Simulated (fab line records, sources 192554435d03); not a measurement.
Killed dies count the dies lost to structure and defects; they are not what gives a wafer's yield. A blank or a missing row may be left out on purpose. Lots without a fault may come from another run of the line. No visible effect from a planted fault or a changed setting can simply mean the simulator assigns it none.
fab line records    flow n5-finfet
record lots=24  wafers=72  last-day=17
route steps=1938 shown WELL_APT@45 FIN_SAQP@116
lots untouched by any fault: they come from a run of this same line in which no faults occurred
start-h: start of the lot's first displayed wafer, in hours after the record's first day    wait-h: hours elapsed since this lot's preceding step    " identical to the entry in the row above    L1.1+2: a row that stands for several wafers    - no value, or no start given    * or withheld: withheld    < > ~ a bound
route shown NAME@n: names a module that has steps shown in the file, with the first one's number in the route    usual: average and standard deviation across the fault-free wafers    same: alike in all rows    chamber/n: place in a boat    sites: per-site readings    _std_site: how widely they spread, as a standard deviation    _edge_site: inner sites' mean taken away from outer sites' mean    radius-mm: how far each site lies from the wafer's centre    mask NAME#n: copy n    behind: the tool/chamber that last shaped the wafer    hold: why the lot was held/for how many hours/how that ended    device: transistor that didn't switch, given as n, p or np    end of line: at the end of the route, the tests of the same wafers    where a step has no rows: the recipe by itself    killed: not the wafer's yield, but the dies lost to structure and defects at the first sort    map: a wafer's dies, x killed, . not, _ none there
set.NAME: setting as actually run; set.NAME@STEP: the setting as run at that earlier step    model.NAME: the simulator's own value behind a step, which no gauge read
the route's steps for a sample of lots (tables are steps, rows are wafers)
services: when a tool's chamber went out of use (start-h, in hours from the record's first day, below 0 if earlier), for how many hours, and the reason
## steps
# step N5_WELL_APT_INSPECT_27
# recipe mode=adi  inspect-instrument=macro
# usual raw-defect-count=2.0/1.5
lot.wafer  tool               chamber  start-h  wait-h  raw-defect-count
L074.1     defect-inspect-01  -        14.77    0.0     2
L074.5     "                  -        "        "       1
L074.6     "                  -        "        "       3
L075.1     defect-inspect-02  -        21.28    0.0     1
L075.2     "                  -        "        "       1
L075.4     "                  -        "        "       0
L076.4     defect-inspect-02  -        26.88    0.0     2
L076.5     "                  -        "        "       4
L076.6     "                  -        "        "       2
L077.1     defect-inspect-01  -        33.02    0.0     0
L077.2     "                  -        "        "       2
L077.6     "                  -        "        "       2
L078.1     defect-inspect-01  -        39.29    0.0     2
L078.4     "                  -        "        "       0
L078.6     "                  -        "        "       1
L079.4     defect-inspect-01  -        45.14    0.0     3
L079.5     "                  -        "        "       1
L079.6     "                  -        "        "       3
L080.1     defect-inspect-01  -        51.01    0.0     2
L080.3     "                  -        "        "       0
L080.4     "                  -        "        "       3
L081.2     defect-inspect-02  -        57.10    0.0     2
L081.4     "                  -        "        "       2
L081.6     "                  -        "        "       0
L082.2     defect-inspect-02  -        62.91    0.0     3
L082.3     "                  -        "        "       8
L082.6     "                  -        "        "       1
L083.1     defect-inspect-01  -        68.91    0.0     0
L083.2     "                  -        "        "       2
L083.6     "                  -        "        "       4
L084.1     defect-inspect-02  -        75.09    0.0     3
L084.2     "                  -        "        "       1
L084.4     "                  -        "        "       4
L085.1     defect-inspect-01  -        80.86    0.0     2
L085.2     "                  -        "        "       2
L085.4     "                  -        "        "       4
L086.1     defect-inspect-01  -        87.24    0.0     1
L086.3     "                  -        "        "       1
L086.4     "                  -        "        "       2
L087.3     defect-inspect-02  -        92.74    0.0     0
L087.5     "                  -        "        "       3
L087.6     "                  -        "        "       2
L088.1     defect-inspect-02  -        99.44    0.0     4
L088.2     "                  -        "        "       0
L088.3     "                  -        "        "       1
L089.1     defect-inspect-02  -        105.11   0.0     0
L089.4     "                  -        "        "       3
L089.6     "                  -        "        "       1
L090.1     defect-inspect-01  -        110.90   0.0     4
L090.2     "                  -        "        "       1
L090.5     "                  -        "        "       0
L091.3     defect-inspect-01  -        117.02   0.0     0
L091.4     "                  -        "        "       4
L091.6     "                  -        "        "       2
L092.1     defect-inspect-02  -        123.61   0.0     2
L092.3     "                  -        "        "       1
L092.6     "                  -        "        "       2
L093.1     defect-inspect-01  -        129.30   0.0     3
L093.4     "                  -        "        "       2
L093.6     "                  -        "        "       5
L094.1     defect-inspect-01  -        135.15   0.0     2
L094.2     "                  -        "        "       1
L094.3     "                  -        "        "       4
L095.2     defect-inspect-02  -        140.93   0.0     2
L095.3     "                  -        "        "       3
L095.6     "                  -        "        "       1
L096.1     defect-inspect-01  -        146.88   0.0     3
L096.3     "                  -        "        "       0
L096.5     "                  -        "        "       0
L097.3     defect-inspect-02  -        153.23   0.0     3
L097.4     "                  -        "        "       0
L097.6     "                  -        "        "       1
# step N5_FIN_SAQP_ETCH_52
# recipe chemistry=N2/H2  target=SOC  target-depth-a=1000  overetch-a=200  mask-material=SiARC  temp-c=40  time-s=150  ion-energy-ev=200  pressure-mtorr=30  source-w=840  bias-w=150  n2-flow-sccm=200  h2-flow-sccm=200  ends=end-point
# usual drypump-motor-current-A=5.5/0.45  h2-flow-sccm=200.1/0.59  oes-product-au=0.71/0.078  rf-vpp-V=524.2/2.4  showerhead-plenum-p-Torr=2.55/0.085  throttle-valve-pct=17.95/0.25
lot.wafer  tool         chamber  start-h  wait-h  drypump-motor-current-A  h2-flow-sccm  oes-product-au  rf-hours-counter-h  rf-vpp-V  showerhead-plenum-p-Torr  throttle-valve-pct
L074.1     rie-diel-02  2        21.41    0.0     5.0                      199.9         0.69            122                 520.9     2.45                      18.06
L074.5     "            0        "        "       5.6                      200.9         0.72            -                   524.0     2.54                      17.89
L074.6     "            3        "        "       4.9                      200.8         0.72            -                   523.9     2.56                      17.81
L075.1     rie-diel-01  1        27.95    0.0     6.1                      201.2         0.74            62                  521.8     2.47                      17.95
L075.2     "            2        "        "       5.6                      200.7         0.62            226                 520.8     2.40                      17.62
L075.4     "            0        "        "       5.9                      199.6         0.64            215                 526.5     2.62                      17.94
L076.4     rie-diel-04  0        34.48    0.0     5.5                      199.5         0.61            238                 527.3     2.61                      18.26
L076.5     "            0        "        "       5.5                      200.5         0.61            -                   524.9     2.61                      18.26
L076.6     "            3        "        "       5.4                      200.3         0.80            -                   524.9     2.60                      17.82
L077.1     rie-diel-02  1        39.81    0.0     5.4                      200.1         0.62            225                 522.3     2.50                      17.83
L077.2     "            0        "        "       5.6                      200.3         0.72            126                 524.2     2.54                      17.90
L077.6     "            2        "        "       5.0                      199.5         0.68            -                   520.4     2.45                      18.05
L078.1     rie-diel-01  0        45.96    0.0     5.9                      199.8         0.63            221                 525.6     2.62                      17.95
L078.4     "            2        "        "       5.6                      199.7         0.61            233                 521.3     2.40                      17.65
L078.6     "            3        "        "       6.2                      199.9         0.78            -                   527.5     2.70                      18.16
L079.4     rie-diel-04  2        52.36    0.0     5.6                      199.7         0.65            225                 525.3     2.63                      18.53
L079.5     "            2        "        "       5.7                      200.3         0.65            -                   526.9     2.63                      18.52
L079.6     "            1        "        "       4.7                      199.6         0.65            -                   523.5     2.51                      17.86
L080.1     rie-diel-01  3        57.83    0.0     6.2                      200.1         0.78            50                  527.0     2.70                      18.20
L080.3     "            2        "        "       5.6                      199.4         0.61            237                 519.3     2.40                      17.65
L080.4     "            0        "        "       5.9                      200.0         0.63            224                 525.4     2.62                      17.97
L081.2     rie-diel-02  3        65.21    0.0     4.9                      200.1         0.70            116                 524.3     2.56                      17.84
L081.4     "            3        "        "       4.9                      200.0         0.70            -                   522.9     2.56                      17.84
L081.6     "            2        "        "       5.0                      199.5         0.68            -                   521.0     2.44                      18.08
L082.2     rie-diel-02  3        69.79    0.0     4.9                      199.4         0.69            119                 524.1     2.56                      17.85
L082.3     "            1        "        "       5.4                      199.9         0.62            232                 522.7     2.50                      17.84
L082.6     "            3        "        "       4.9                      199.6         0.70            -                   523.8     2.56                      17.85
L083.1     rie-diel-04  3        75.90    0.1     5.4                      199.3         0.77            46                  524.8     2.59                      17.88
L083.2     "            2        "        "       5.7                      199.4         0.64            234                 526.1     2.62                      18.54
L083.6     "            2        "        "       5.7                      200.3         0.64            -                   526.0     2.62                      18.54
L084.1     rie-diel-02  3        81.94    0.0     4.9                      200.5         0.68            124                 523.2     2.55                      17.86
L084.2     "            2        "        "       5.0                      200.9         0.67            143                 522.3     2.44                      18.11
L084.4     "            0        "        "       5.6                      199.7         0.70            142                 523.8     2.53                      17.91
L085.1     rie-diel-02  1        89.28    0.0     5.3                      199.1         0.61            239                 523.6     2.50                      17.85
L085.2     "            0        "        "       5.6                      199.8         0.70            144                 523.6     2.53                      17.93
L085.4     "            2        "        "       5.0                      200.0         0.67            146                 519.6     2.44                      18.08
L086.1     rie-diel-01  3        94.27    0.0     6.2                      199.5         0.76            63                  528.4     2.69                      18.21
L086.3     "            2        "        "       5.6                      200.0         0.60            250                 519.3     2.39                      17.67
L086.4     "            0        "        "       5.9                      200.9         0.62            237                 524.3     2.61                      17.98
L087.3     rie-diel-01  3        101.68   0.0     6.2                      201.3         0.76            66                  528.7     2.69                      18.23
L087.5     "            1        "        "       6.1                      198.9         0.71            -                   522.2     2.46                      17.98
L087.6     "            3        "        "       6.2                      200.8         0.75            -                   526.7     2.69                      18.22
L088.1     rie-diel-04  0        106.55   0.0     5.5                      200.1         0.86            6                   525.1     2.60                      17.86
L088.2     "            2        "        "       5.6                      199.0         0.63            248                 525.0     2.62                      18.59
L088.3     "            3        "        "       5.4                      200.1         0.76            59                  523.3     2.58                      17.88
L089.1     rie-diel-01  0        112.67   0.0     5.9                      201.0         0.62            245                 526.0     2.61                      18.00
L089.4     "            1        "        "       6.1                      200.2         0.72            89                  521.2     2.46                      17.98
L089.6     "            2        "        "       5.6                      200.0         0.90            -                   528.4     2.71                      17.25
L090.1     rie-diel-01  1        117.83   0.0     6.1                      200.1         0.71            91                  522.4     2.46                      18.00
L090.2     "            2        "        "       5.6                      199.7         0.89            2                   528.6     2.71                      17.27
L090.5     "            3        "        "       6.2                      199.5         0.75            -                   527.3     2.69                      18.23
L091.3     rie-diel-02  0        123.62   0.0     5.6                      200.8         0.69            157                 523.8     2.53                      17.96
L091.4     "            3        "        "       4.9                      200.2         0.69            -                   523.9     2.55                      17.89
L091.6     "            2        "        "       5.0                      200.5         0.66            -                   520.7     2.43                      18.13
L092.1     rie-diel-02  0        130.62   0.0     5.6                      200.4         0.70            160                 523.3     2.53                      17.95
L092.3     "            2        "        "       5.0                      200.4         0.66            163                 520.8     2.43                      18.12
L092.6     "            2        "        "       5.0                      199.8         0.66            -                   520.5     2.43                      18.13
L093.1     rie-diel-02  3        136.60   0.0     4.9                      199.9         0.68            145                 523.5     2.55                      17.90
L093.4     "            0        "        "       5.6                      200.9         0.69            162                 524.7     2.52                      17.96
L093.6     "            1        "        "       5.3                      199.8         0.88            -                   523.4     2.49                      17.44
L094.1     rie-diel-02  3        142.68   0.0     5.0                      200.2         0.68            147                 523.4     2.55                      17.89
L094.2     "            2        "        "       5.0                      199.6         0.65            166                 520.9     2.43                      18.12
L094.3     "            0        "        "       5.6                      199.8         0.68            164                 525.4     2.52                      17.97
L095.2     rie-diel-04  1        148.51   0.0     4.7                      200.3         0.62            221                 522.9     2.50                      17.91
L095.3     "            3        "        "       5.4                      200.1         0.74            78                  523.2     2.58                      17.91
L095.6     "            2        "        "       5.7                      200.0         0.84            -                   526.7     2.61                      18.15
L096.1     rie-diel-01  3        154.00   0.0     6.2                      201.0         0.73            88                  527.0     2.68                      18.27
L096.3     "            1        "        "       6.1                      199.5         0.69            107                 522.2     2.45                      18.02
L096.5     "            2        "        "       5.6                      200.8         0.84            -                   527.2     2.70                      17.27
L097.3     rie-diel-04  3        160.59   0.0     5.4                      199.3         0.73            82                  523.9     2.57                      17.92
L097.4     "            0        "        "       5.5                      200.1         0.80            28                  524.6     2.59                      17.91
L097.6     "            2        "        "       5.7                      200.8         0.83            -                   523.7     2.61                      18.15
# step N5_FIN_SAQP_MANDREL1_REMOVE_56
# recipe chemistry=HBr/Cl2/O2  bt-time-s=10  target=a-Si  stop-on=SiNx  endpoint=OES-SiCl  over-etch-frac=1  icp-w=600  bias-w=22  HBr_flow_sccm=150  Cl2_flow_sccm=80  O2_flow_sccm=5  pressure-mtorr=10
# usual drypump-motor-current-A=5.5/0.36  oes-product-au=1.003/0.014  throttle-valve-pct=36.81/0.28
lot.wafer  tool       chamber  start-h  wait-h  drypump-motor-current-A  oes-product-au  rf-hours-counter-h  throttle-valve-pct
L074.1     rie-si-01  1        23.28    0.1     5.4                      1.017           200                 36.95
L074.5     "          1        "        "       5.3                      1.011           -                   36.95
L074.6     "          2        "        "       5.7                      1.009           -                   36.37
L075.1     rie-si-01  2        29.77    0.1     5.7                      0.992           78                  36.36
L075.2     "          3        "        "       5.0                      1.005           77                  36.80
L075.4     "          0        "        "       5.5                      1.015           127                 36.79
L076.4     rie-si-01  2        37.43    0.1     5.7                      1.007           78                  36.37
L076.5     "          2        "        "       5.7                      1.002           -                   36.35
L076.6     "          3        "        "       5.0                      1.007           -                   36.80
L077.1     rie-si-04  2        41.75    0.1     6.2                      0.995           110                 36.25
L077.2     "          0        "        "       5.9                      1.015           99                  36.58
L077.6     "          1        "        "       5.6                      1.016           -                   36.52
L078.1     rie-si-03  3        47.76    0.1     5.5                      0.985           51                  37.10
L078.4     "          2        "        "       5.8                      0.999           79                  36.99
L078.6     "          3        "        "       5.5                      0.981           -                   37.11
L079.4     rie-si-01  2        55.02    0.1     5.7                      1.002           78                  36.37
L079.5     "          2        "        "       5.7                      1.007           -                   36.37
L079.6     "          3        "        "       5.0                      1.010           -                   36.80
L080.1     rie-si-03  1        60.42    0.1     5.8                      0.981           20                  36.96
L080.3     "          3        "        "       5.5                      0.991           51                  37.13
L080.4     "          2        "        "       5.8                      1.003           79                  36.98
L081.2     rie-si-04  1        67.31    0.1     5.7                      0.994           91                  36.52
L081.4     "          2        "        "       6.2                      0.982           110                 36.25
L081.6     "          1        "        "       5.7                      1.016           -                   36.50
L082.2     rie-si-01  2        71.60    0.1     5.7                      1.011           78                  36.36
L082.3     "          0        "        "       5.5                      1.021           127                 36.81
L082.6     "          1        "        "       5.3                      0.999           -                   36.94
L083.1     rie-si-03  3        78.04    0.1     5.4                      1.005           51                  37.11
L083.2     "          0        "        "       4.8                      1.013           194                 37.04
L083.6     "          2        "        "       5.8                      1.014           -                   36.98
L084.1     rie-si-01  3        83.75    0.1     5.0                      1.011           78                  36.79
L084.2     "          2        "        "       5.7                      1.009           79                  36.38
L084.4     "          2        "        "       5.7                      1.003           -                   36.36
L085.1     rie-si-03  3        91.48    0.1     5.5                      0.989           52                  37.11
L085.2     "          0        "        "       4.8                      1.009           194                 37.03
L085.4     "          1        "        "       5.9                      0.985           20                  36.96
L086.1     rie-si-03  0        96.19    0.1     4.8                      1.016           194                 37.04
L086.3     "          3        "        "       5.5                      0.986           52                  37.10
L086.4     "          1        "        "       5.8                      0.999           20                  36.95
L087.3     rie-si-03  3        103.90   0.1     5.5                      0.987           52                  37.11
L087.5     "          3        "        "       5.5                      0.985           -                   37.11
L087.6     "          0        "        "       4.8                      0.999           -                   37.04
L088.1     rie-si-01  2        108.52   0.1     5.7                      1.003           79                  36.38
L088.2     "          1        "        "       5.3                      0.965           0                   37.14
L088.3     "          3        "        "       5.0                      1.012           79                  36.81
L089.1     rie-si-01  3        114.54   0.1     5.0                      0.998           79                  36.80
L089.4     "          0        "        "       5.5                      1.024           128                 36.80
L089.6     "          2        "        "       5.7                      1.001           -                   36.36
L090.1     rie-si-01  1        119.97   0.1     5.3                      0.963           0                   37.15
L090.2     "          3        "        "       5.0                      0.996           79                  36.80
L090.5     "          0        "        "       5.5                      1.032           -                   36.77
L091.3     rie-si-03  0        125.48   0.1     4.8                      1.013           195                 37.02
L091.4     "          3        "        "       5.4                      0.995           52                  37.12
L091.6     "          2        "        "       5.8                      1.009           -                   37.00
L092.1     rie-si-01  0        132.44   0.1     5.5                      1.023           129                 36.81
L092.3     "          2        "        "       5.7                      1.002           80                  36.38
L092.6     "          1        "        "       5.4                      0.966           -                   37.13
L093.1     rie-si-04  2        138.49   0.1     6.1                      0.982           112                 36.27
L093.4     "          2        "        "       6.2                      0.979           -                   36.27
L093.6     "          1        "        "       5.7                      1.008           -                   36.51
L094.1     rie-si-04  2        144.64   0.1     6.2                      0.981           112                 36.27
L094.2     "          3        "        "       5.8                      0.990           86                  37.31
L094.3     "          1        "        "       5.7                      1.009           92                  36.50
L095.2     rie-si-03  3        150.55   0.1     5.5                      0.999           53                  37.11
L095.3     "          1        "        "       5.8                      1.008           21                  36.96
L095.6     "          1        "        "       5.9                      1.005           -                   36.96
L096.1     rie-si-01  2        156.13   0.1     5.7                      1.004           80                  36.37
L096.3     "          1        "        "       5.3                      0.962           1                   37.16
L096.5     "          2        "        "       5.7                      1.003           -                   36.39
L097.3     rie-si-03  3        162.40   0.1     5.5                      1.003           53                  37.10
L097.4     "          1        "        "       5.8                      0.997           22                  36.96
L097.6     "          2        "        "       5.8                      1.007           -                   36.97
# step N5_FIN_SAQP_CD_MEAS_31
# recipe target-cd-nm=8  landing-energy-ev=1000  detector=se-inlens  polarity=line
# usual cd-nm=8.11/0.23
lot.wafer  tool       chamber  start-h  wait-h  cd-nm
L074.1     cd-sem-02  0        25.06    0.1     8.00
L074.5     "          0        "        "       8.27
L074.6     "          0        "        "       8.22
L075.1     cd-sem-02  0        32.00    0.1     8.08
L075.2     "          0        "        "       8.07
L075.4     "          0        "        "       8.17
L076.4     cd-sem-01  0        39.82    0.0     8.10
L076.5     "          0        "        "       7.78
L076.6     "          0        "        "       8.30
L077.1     cd-sem-03  0        43.57    0.1     8.49
L077.2     "          0        "        "       7.97
L077.6     "          0        "        "       7.90
L078.1     cd-sem-02  0        49.97    0.1     8.11
L078.4     "          0        "        "       7.56
L078.6     "          0        "        "       8.44
L079.4     cd-sem-03  0        56.73    0.1     7.87
L079.5     "          0        "        "       8.34
L079.6     "          0        "        "       8.41
L080.1     cd-sem-01  0        62.07    0.1     8.11
L080.3     "          0        "        "       8.15
L080.4     "          0        "        "       8.07
L081.2     cd-sem-01  0        69.14    0.1     7.95
L081.4     "          0        "        "       8.06
L081.6     "          0        "        "       7.86
L082.2     cd-sem-01  0        73.30    0.1     8.24
L082.3     "          0        "        "       8.27
L082.6     "          0        "        "       8.20
L083.1     cd-sem-03  0        79.77    0.1     8.33
L083.2     "          0        "        "       8.28
L083.6     "          0        "        "       7.48
L084.1     cd-sem-03  0        85.45    0.1     8.24
L084.2     "          0        "        "       8.74
L084.4     "          0        "        "       7.79
L085.1     cd-sem-02  0        93.57    0.1     7.90
L085.2     "          0        "        "       8.20
L085.4     "          0        "        "       7.92
L086.1     cd-sem-01  0        97.89    0.1     8.08
L086.3     "          0        "        "       7.57
L086.4     "          0        "        "       7.90
L087.3     cd-sem-03  0        105.65   0.1     8.04
L087.5     "          0        "        "       8.10
L087.6     "          0        "        "       8.32
L088.1     cd-sem-03  0        110.21   0.1     8.36
L088.2     "          0        "        "       8.44
L088.3     "          0        "        "       8.31
L089.1     cd-sem-02  0        116.46   0.1     7.55
L089.4     "          0        "        "       8.23
L089.6     "          0        "        "       8.25
L090.1     cd-sem-01  0        121.99   0.1     7.97
L090.2     "          0        "        "       8.04
L090.5     "          0        "        "       7.92
L091.3     cd-sem-03  0        127.38   0.1     8.09
L091.4     "          0        "        "       8.20
L091.6     "          0        "        "       8.20
L092.1     cd-sem-02  0        134.12   0.1     7.89
L092.3     "          0        "        "       7.67
L092.6     "          0        "        "       7.83
L093.1     cd-sem-03  0        140.14   0.1     7.89
L093.4     "          0        "        "       8.06
L093.6     "          0        "        "       8.04
L094.1     cd-sem-02  0        146.38   0.1     7.85
L094.2     "          0        "        "       8.56
L094.3     "          0        "        "       8.24
L095.2     cd-sem-03  0        152.72   0.1     8.24
L095.3     "          0        "        "       8.00
L095.6     "          0        "        "       8.54
L096.1     cd-sem-01  0        157.85   0.1     8.01
L096.3     "          0        "        "       7.85
L096.5     "          0        "        "       8.13
L097.3     cd-sem-01  0        164.21   0.1     8.30
L097.4     "          0        "        "       7.66
L097.6     "          0        "        "       8.15
# step N5_FIN_SAQP_ETCH_64
# recipe chemistry=CF4  target=SiO2  target-depth-a=15  ion-energy-ev=350  pressure-mtorr=10  icp-w=800  bias-w=400  cf4-flow-sccm=80
# usual drypump-motor-current-A=5.5/0.35  oes-product-au=1.003/0.018  throttle-valve-pct=21.82/0.24
lot.wafer  tool       chamber  start-h  wait-h  drypump-motor-current-A  oes-product-au  rf-hours-counter-h  throttle-valve-pct
L074.1     rie-si-04  2        25.54    0.0     6.2                      0.982           110                 21.52
L074.5     "          3        "        "       5.8                      1.018           -                   22.23
L074.6     "          2        "        "       6.2                      0.977           -                   21.54
L075.1     rie-si-04  1        32.32    0.0     5.7                      0.997           90                  21.65
L075.2     "          2        "        "       6.2                      0.980           110                 21.55
L075.4     "          0        "        "       5.9                      1.001           99                  21.67
L076.4     rie-si-01  2        40.15    0.0     5.7                      1.003           78                  21.35
L076.5     "          2        "        "       5.7                      0.998           -                   21.36
L076.6     "          3        "        "       5.0                      1.019           -                   21.95
L077.1     rie-si-04  3        44.11    0.0     5.8                      1.013           84                  22.23
L077.2     "          1        "        "       5.6                      1.015           90                  21.64
L077.6     "          1        "        "       5.7                      1.005           -                   21.66
L078.1     rie-si-04  3        50.28    0.0     5.8                      1.012           84                  22.23
L078.4     "          3        "        "       5.7                      1.019           -                   22.24
L078.6     "          1        "        "       5.7                      1.006           -                   21.64
L079.4     rie-si-03  2        57.04    0.0     5.8                      0.997           79                  22.01
L079.5     "          0        "        "       4.8                      1.013           -                   21.92
L079.6     "          1        "        "       5.9                      1.007           -                   22.06
L080.1     rie-si-03  1        62.40    0.0     5.8                      0.992           20                  22.05
L080.3     "          2        "        "       5.8                      1.008           79                  22.02
L080.4     "          3        "        "       5.5                      1.013           51                  21.92
L081.2     rie-si-01  1        69.45    0.0     5.3                      0.993           201                 21.89
L081.4     "          3        "        "       5.0                      1.005           78                  21.94
L081.6     "          3        "        "       5.0                      1.018           -                   21.95
L082.2     rie-si-03  0        73.62    0.0     4.8                      1.008           194                 21.93
L082.3     "          3        "        "       5.4                      0.979           51                  21.90
L082.6     "          3        "        "       5.5                      0.990           -                   21.91
L083.1     rie-si-04  2        80.40    0.0     6.2                      0.978           110                 21.51
L083.2     "          1        "        "       5.7                      1.008           91                  21.64
L083.6     "          0        "        "       5.9                      0.998           -                   21.66
L084.1     rie-si-03  2        85.85    0.0     5.8                      0.998           80                  22.00
L084.2     "          1        "        "       5.8                      1.004           20                  22.06
L084.4     "          3        "        "       5.5                      0.989           52                  21.90
L085.1     rie-si-01  3        93.88    0.0     5.0                      1.025           78                  21.94
L085.2     "          0        "        "       5.5                      1.036           128                 21.74
L085.4     "          2        "        "       5.7                      0.997           -                   21.35
L086.1     rie-si-01  2        98.30    0.0     5.7                      1.002           79                  21.34
L086.3     "          0        "        "       5.5                      1.032           128                 21.75
L086.4     "          0        "        "       5.5                      1.028           -                   21.74
L087.3     rie-si-01  1        106.20   0.0     5.4                      0.963           0                   21.90
L087.5     "          2        "        "       5.7                      1.006           -                   21.36
L087.6     "          1        "        "       5.3                      0.962           -                   21.90
L088.1     rie-si-03  1        110.58   0.0     5.9                      1.008           20                  22.05
L088.2     "          2        "        "       5.8                      0.987           80                  22.00
L088.3     "          0        "        "       4.8                      1.001           195                 21.91
L089.1     rie-si-01  3        116.79   0.0     5.0                      1.017           79                  21.93
L089.4     "          2        "        "       5.7                      0.998           79                  21.37
L089.6     "          0        "        "       5.5                      1.027           -                   21.74
L090.1     rie-si-01  0        122.45   0.0     5.5                      1.030           129                 21.75
L090.2     "          2        "        "       5.7                      1.002           80                  21.36
L090.5     "          1        "        "       5.3                      0.963           -                   21.92
L091.3     rie-si-03  2        127.71   0.0     5.8                      1.003           80                  22.00
L091.4     "          1        "        "       5.8                      1.015           21                  22.06
L091.6     "          3        "        "       5.5                      1.012           -                   21.92
L092.1     rie-si-01  0        134.46   0.0     5.5                      1.026           129                 21.73
L092.3     "          2        "        "       5.7                      0.999           80                  21.37
L092.6     "          2        "        "       5.7                      1.000           -                   21.37
L093.1     rie-si-03  1        140.46   0.0     5.9                      1.026           21                  22.07
L093.4     "          2        "        "       5.8                      1.004           -                   22.02
L093.6     "          1        "        "       5.8                      1.001           -                   22.05
L094.1     rie-si-01  1        146.70   0.0     5.3                      0.972           1                   21.91
L094.2     "          3        "        "       5.0                      1.015           79                  21.95
L094.3     "          2        "        "       5.7                      1.003           80                  21.36
L095.2     rie-si-01  0        153.03   0.0     5.5                      1.029           129                 21.72
L095.3     "          1        "        "       5.3                      0.956           1                   21.93
L095.6     "          2        "        "       5.7                      0.997           -                   21.37
L096.1     rie-si-01  3        158.17   0.0     5.0                      1.027           80                  21.94
L096.3     "          2        "        "       5.7                      1.000           80                  21.35
L096.5     "          1        "        "       5.3                      0.953           -                   21.92
L097.3     rie-si-03  2        164.52   0.0     5.8                      0.999           81                  22.01
L097.4     "          3        "        "       5.5                      0.989           53                  21.89
L097.6     "          0        "        "       4.8                      1.009           -                   21.80
# step N5_FIN_SAQP_CD_MEAS_37
# recipe target-cd-nm=8  polarity=line
# usual cd-nm=8.16/0.24
lot.wafer  tool       chamber  start-h  wait-h  cd-nm
L074.1     cd-sem-02  -        25.67    0.1     7.49
L074.5     "          -        "        "       7.99
L074.6     "          -        "        "       8.07
L075.1     cd-sem-02  -        32.46    0.1     8.30
L075.2     "          -        "        "       8.40
L075.4     "          -        "        "       8.05
L076.4     cd-sem-02  -        40.30    0.1     8.76
L076.5     "          -        "        "       8.35
L076.6     "          -        "        "       7.71
L077.1     cd-sem-02  -        44.25    0.1     8.51
L077.2     "          -        "        "       7.93
L077.6     "          -        "        "       7.82
L078.1     cd-sem-03  -        50.42    0.1     8.23
L078.4     "          -        "        "       8.34
L078.6     "          -        "        "       7.90
L079.4     cd-sem-02  -        57.19    0.1     7.91
L079.5     "          -        "        "       8.05
L079.6     "          -        "        "       8.11
L080.1     cd-sem-03  -        62.54    0.1     8.26
L080.3     "          -        "        "       8.18
L080.4     "          -        "        "       7.82
L081.2     cd-sem-02  -        69.59    0.1     8.45
L081.4     "          -        "        "       8.56
L081.6     "          -        "        "       8.48
L082.2     cd-sem-03  -        73.76    0.1     8.59
L082.3     "          -        "        "       8.24
L082.6     "          -        "        "       8.20
L083.1     cd-sem-02  -        80.54    0.1     8.14
L083.2     "          -        "        "       8.18
L083.6     "          -        "        "       8.48
L084.1     cd-sem-02  -        85.99    0.1     7.65
L084.2     "          -        "        "       7.97
L084.4     "          -        "        "       7.81
L085.1     cd-sem-03  -        94.02    0.1     8.24
L085.2     "          -        "        "       8.33
L085.4     "          -        "        "       8.33
L086.1     cd-sem-02  -        98.44    0.1     7.80
L086.3     "          -        "        "       7.95
L086.4     "          -        "        "       8.24
L087.3     cd-sem-03  -        106.35   0.1     8.22
L087.5     "          -        "        "       8.36
L087.6     "          -        "        "       8.10
L088.1     cd-sem-02  -        110.72   0.1     8.64
L088.2     "          -        "        "       8.32
L088.3     "          -        "        "       7.95
L089.1     cd-sem-02  -        116.94   0.1     8.38
L089.4     "          -        "        "       8.22
L089.6     "          -        "        "       8.24
L090.1     cd-sem-02  -        122.59   0.1     8.64
L090.2     "          -        "        "       8.28
L090.5     "          -        "        "       8.07
L091.3     cd-sem-02  -        127.85   0.1     8.03
L091.4     "          -        "        "       8.18
L091.6     "          -        "        "       8.46
L092.1     cd-sem-02  -        134.59   0.1     8.58
L092.3     "          -        "        "       8.25
L092.6     "          -        "        "       8.34
L093.1     cd-sem-01  -        140.60   0.1     7.99
L093.4     "          -        "        "       7.92
L093.6     "          -        "        "       8.35
L094.1     cd-sem-03  -        146.83   0.1     7.97
L094.2     "          -        "        "       8.11
L094.3     "          -        "        "       7.84
L095.2     cd-sem-03  -        153.18   0.1     8.07
L095.3     "          -        "        "       8.05
L095.6     "          -        "        "       8.44
L096.1     cd-sem-01  -        158.30   0.1     8.38
L096.3     "          -        "        "       7.84
L096.5     "          -        "        "       8.08
L097.3     cd-sem-02  -        164.67   0.1     8.44
L097.4     "          -        "        "       8.06
L097.6     "          -        "        "       8.14
## services
tool         chamber  start-h  hours  kind
rie-diel-01  1        3.43     7.0    repair
rie-si-04    0        3.61     2.7    repair
rie-diel-02  0        7.43     6.3    repair
rie-si-04    1        18.77    4.2    repair
rie-si-04    3        32.80    10.1   repair
rie-si-04    2        45.95    10.4   repair
rie-diel-02  1        60.43    7.0    repair
rie-diel-01  1        63.32    3.7    repair
rie-si-01    1        76.18    -      clean
rie-si-01    1        76.18    25.7   scheduled-down
rie-si-01    1        76.18    25.7   vent-cycle
rie-diel-01  1        105.60   1.4    repair
rie-si-04    1        113.97   6.7    repair
rie-diel-02  1        119.95   -      clean
rie-diel-02  1        119.95   -      consumable-replace:focus-ring
rie-diel-02  1        119.95   15.3   scheduled-down
rie-diel-02  1        119.95   15.3   vent-cycle
rie-diel-04  1        120.61   9.8    repair
rie-si-03    0        128.75   -      clean
rie-si-03    0        128.75   24.4   scheduled-down
rie-si-03    0        128.75   24.4   vent-cycle
rie-si-01    1        133.17   12.9   repair
rie-si-04    0        135.36   5.1    repair
rie-si-01    -        149.98   0.4    repair
## key
fault none
